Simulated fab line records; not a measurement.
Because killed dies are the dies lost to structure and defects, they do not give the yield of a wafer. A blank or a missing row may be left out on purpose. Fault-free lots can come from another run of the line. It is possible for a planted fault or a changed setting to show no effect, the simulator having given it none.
Problem report in the 8D (eight disciplines) form, filled by code / flow nand harc / the parts of the form that need people (team, actions taken, sign-off) are left out

1. THE ISSUE
At NHARC_END_SORT_01, killed at array averages 667 over 3 wafers from 2 lots, while fault-free wafers read 55, standard deviation 17. Relative to the usual mean, that is a shift of +36 standard deviations.
First seen on wafer L802.2, day 30 12:29, on prober-02. Wafers with a number at this step in the record: 6, from 2 lots. By rule, "out" or "out of limits" means more than 4 standard deviations away from the usual mean. The other wafers with a number count as sound.

2. WHAT THIS IS AND IS NOT
question=which readings at this step | is=killed at array, killed dies | is not=killed at other, killed open, killed short
question=which lots | is=L801, L802 | is not=-
question=which wafers of those lots | is=L801.3, L802.2, L802.3 | is not=L801.5, L801.6, L802.1
question=read on which gauges | is=prober-01, prober-02 | is not=-
question=when | is=from day 30 12:29 | is not=up to then (1 sound wafer); but 2 sound wafers of L801 came after

3. WHAT RULES OUT EACH SUSPECT
Counting: if a tool at a process step up to the reading ran every lot that is out, it stays a suspect. Sound lots after the first of them don't rule it out here, since some wafers of a struck lot are sound.
- ruled out: the gauge at NHARC_END_SORT_01. The wafers that are out were read on 2 gauges (prober-01, prober-02).
- pecvd-02 at NHARC_A_STAIRCASE_DEP_151 (deposits SiO2, target thk 7200 nm): kept. It ran every lot that is out, first L801 (day 24 04:35).
Left after counting: pecvd-02 at NHARC_A_STAIRCASE_DEP_151.

4. THE CAUSE (what the simulator had put in)
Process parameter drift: pecvd-02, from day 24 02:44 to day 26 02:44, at NHARC_A_STAIRCASE_DEP_151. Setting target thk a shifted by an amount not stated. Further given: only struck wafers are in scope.
The count eliminated every tool but this one.

5. THE CHAIN OF EFFECTS, in route order
Rows list readings where the struck wafers' mean (over those with a number) sits beyond 3 standard deviations from the usual. Scope: only readings with a usual standard deviation given in the record; hours: median across lots of the time from each lot's start at the first step in this table that gives one to its start at this step; sigmas: change in usual standard deviations.
hours=0; step=NHARC_END_SORT_01; reading=killed at array; usual=55; on struck wafers=667; change=+612; sigmas=+36
hours=0; step=NHARC_END_SORT_01; reading=killed dies; usual=60; on struck wafers=677; change=+617; sigmas=+34

6. WHAT WOULD HAVE CAUGHT IT SOONER
Counted from the fault's start at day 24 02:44, it took 154 hours until the first out-of-limits reading at a measuring or inspecting step in this record, taken at day 30 12:29.
Of the tool readings at NHARC_A_STAIRCASE_DEP_151 for which the record gives a usual standard deviation, none was out on any struck wafer, so an alarm limit of 4 standard deviations on them would not have fired.
All the lots that are out (2) had begun NHARC_A_STAIRCASE_DEP_151 on pecvd-02 by day 30 12:29. None of them would have been spared by holding the tool at that moment.
